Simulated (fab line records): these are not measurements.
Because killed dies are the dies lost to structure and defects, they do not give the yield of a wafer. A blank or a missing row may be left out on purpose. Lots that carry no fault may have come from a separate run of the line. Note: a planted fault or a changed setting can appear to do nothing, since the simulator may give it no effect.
What tool caused it? || flow nand harc || 6 lots, 18 wafers sampled, at 1 step of a route of 1302

== WHAT EACH GAUGE READ, for each wafer ==
NHARC_A_CONTACT_INSPECT_23.
{"lot": "L310", "measured": "day 24 13:50", "on": "defect inspect-01", "raw defect count": "386 403 441"}
{"lot": "L311", "measured": "day 25 02:13", "on": "defect inspect-02", "raw defect count": "435 375 393"}
{"lot": "L312", "measured": "day 25 07:46", "on": "defect inspect-02", "raw defect count": "545 766 507"}
{"lot": "L316", "measured": "day 26 20:10", "on": "defect inspect-01", "raw defect count": "512 566 510"}
{"lot": "L324", "measured": "day 30 17:23", "on": "defect inspect-01", "raw defect count": "411 420 523"}
{"lot": "L328", "measured": "day 31 10:48", "on": "defect inspect-02", "raw defect count": "371 398 351"}

== TOOL THAT RAN EACH LOT (tool first, then ch and the chambers of the sampled wafers, then the start) ==
The record shows no process step preceding these readings.

== THE ANSWER, worked out from the rows above alone ==
Rule: what is usual is taken from the lots themselves. Put in order of their means at a reading, lots are off if they are a third of the lots or fewer, leave a main group of 4 or more, and stand apart from it by a gap of 3 or more times the standard deviation of the main group's means; of several such gaps the widest counts. The tables above print the reading to a certain number of digits; a main group whose means all agree to those digits is not used. Also off: a lot with no number at a reading for which 4 or more lots have one. Any other lot the step has rows for is counted as sound.
Across all readings shown, no lot is off: no conclusion can be drawn from this.

== WHAT WAS PUT IN BY THE SIMULATOR ==
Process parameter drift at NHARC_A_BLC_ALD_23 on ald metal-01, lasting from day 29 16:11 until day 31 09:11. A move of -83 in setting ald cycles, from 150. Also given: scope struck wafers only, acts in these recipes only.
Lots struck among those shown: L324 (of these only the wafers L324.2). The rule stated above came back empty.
